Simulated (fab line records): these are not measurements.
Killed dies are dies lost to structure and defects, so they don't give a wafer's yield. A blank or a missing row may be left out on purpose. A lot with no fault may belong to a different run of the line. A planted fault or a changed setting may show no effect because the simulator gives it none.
Split-lot study | flow n5 finfet | 21 wafers read across 7 lots, on a route 1938 steps long

== ABOUT THE SPLIT ==
At N5_FIN_SAQP_ALD_61 (deposits SiO2, target thk 4 nm, pulse time 1 s, purge time 2 s), the setting temp c was moved away from the recipe's 300 C on 7 of the 21 wafers read, by -4.4% to +3.6%. This setting was run at the recipe's value on the other wafers.

The split's own step is where the reading is taken.

== THE READING ==
SiO2_of_FIN_SAQP_ALD_61.thk nm (the simulator's own value, which no gauge read), in nm, at N5_FIN_SAQP_ALD_61 (deposits SiO2, target thk 4 nm, pulse time 1 s, purge time 2 s). No usual value for it is given in the file. Here, 14 wafers ran the recipe; their average is 4.001 nm with a standard deviation of 0.019 nm.

wafer  | tool, chamber at the split | temp c as run, C | against the recipe | SiO2_of_FIN_SAQP_ALD_61.thk nm, nm | against lot-mates on the recipe
L077.2 | ald sin-02, 1              | 300              | recipe             | 4.003                              | -
L077.3 | ald sin-02, 0              | 300              | recipe             | 3.998                              | -
L077.4 | ald sin-02, 3              | 300              | recipe             | 4.035                              | -
L080.2 | ald sin-04, 0              | 300              | recipe             | 3.998                              | -
L080.4 | ald sin-04, 3              | 300              | recipe             | 4.022                              | -
L080.5 | ald sin-04, 3              | 286.8            | -4.4%              | 4.179                              | +0.169
L084.1 | ald sin-02, 1              | 300              | recipe             | 3.963                              | -
L084.2 | ald sin-02, 0              | 295.4            | -1.5%              | 4.082                              | +0.119
L084.4 | ald sin-02, 2              | 295.4            | -1.5%              | 4.056                              | +0.093
L085.2 | ald sin-04, 2              | 300              | recipe             | 3.978                              | -
L085.4 | ald sin-04, 1              | 300              | recipe             | 3.989                              | -
L085.5 | ald sin-04, 3              | 300              | recipe             | 3.992                              | -
L087.2 | ald sin-01, 2              | 300              | recipe             | 4.002                              | -
L087.3 | ald sin-01, 0              | 293.9            | -2.0%              | 4.085                              | +0.083
L087.5 | ald sin-01, 2              | 293.9            | -2.0%              | 4.083                              | +0.081
L090.2 | ald sin-01, 2              | 300              | recipe             | 4.027                              | -
L090.3 | ald sin-01, 1              | 300              | recipe             | 3.996                              | -
L090.5 | ald sin-01, 0              | 300              | recipe             | 4.018                              | -
L091.1 | ald sin-04, 2              | 310.7            | +3.6%              | 3.936                              | -0.062
L091.4 | ald sin-04, 3              | 300              | recipe             | 3.998                              | -
L091.6 | ald sin-04, 3              | 310.7            | +3.6%              | 3.927                              | -0.071

THE FIT
A straight line over all 21 wafers: SiO2_of_FIN_SAQP_ALD_61.thk nm changes by -0.0308 nm for each +1% of temp c; r = -0.92; the points scatter about the line by 0.023 nm.
The same after taking each lot's own level away (the mean of its wafers on the recipe; 21 wafers): -0.0315 nm for each +1%; r = -0.91; scatter 0.024 nm.
The reading moves by 0.14 nm for the largest change in temp c, on that fit.
Across the lots, their own levels run from 3.9630 to 4.0137 nm, a range of 2.7 times the standard deviation given above.
Consequently the slope shifts little with the lot-to-lot level, the two slopes agreeing.
Check: with one of the wafers moved furthest among these (-4.4%) left out of the fit, the line predicts +0.142 nm for it against its lot-mates. Against them it came out at +0.169 nm.

== THESE WAFERS: OTHER SPLITS ==
These wafers also went through other splits before the reading. Each is held against what the fit with the lots' levels taken away leaves over:
other split on the same wafers        | wafers away from the commonest value | r with SiO2_of_FIN_SAQP_ALD_61.thk nm (lot level and that fit taken away)
N5_WELL_APT_PEB_23 peb temp c         | 9                                    | -0.31
N5_WELL_APT_DEVELOP_24 develop time s | 7                                    | +0.14

== FILE'S OWN FIT ==
SiO2_of_FIN_SAQP_ALD_61.thk nm changes by -0.034 nm for each +1% of temp c, r = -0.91.
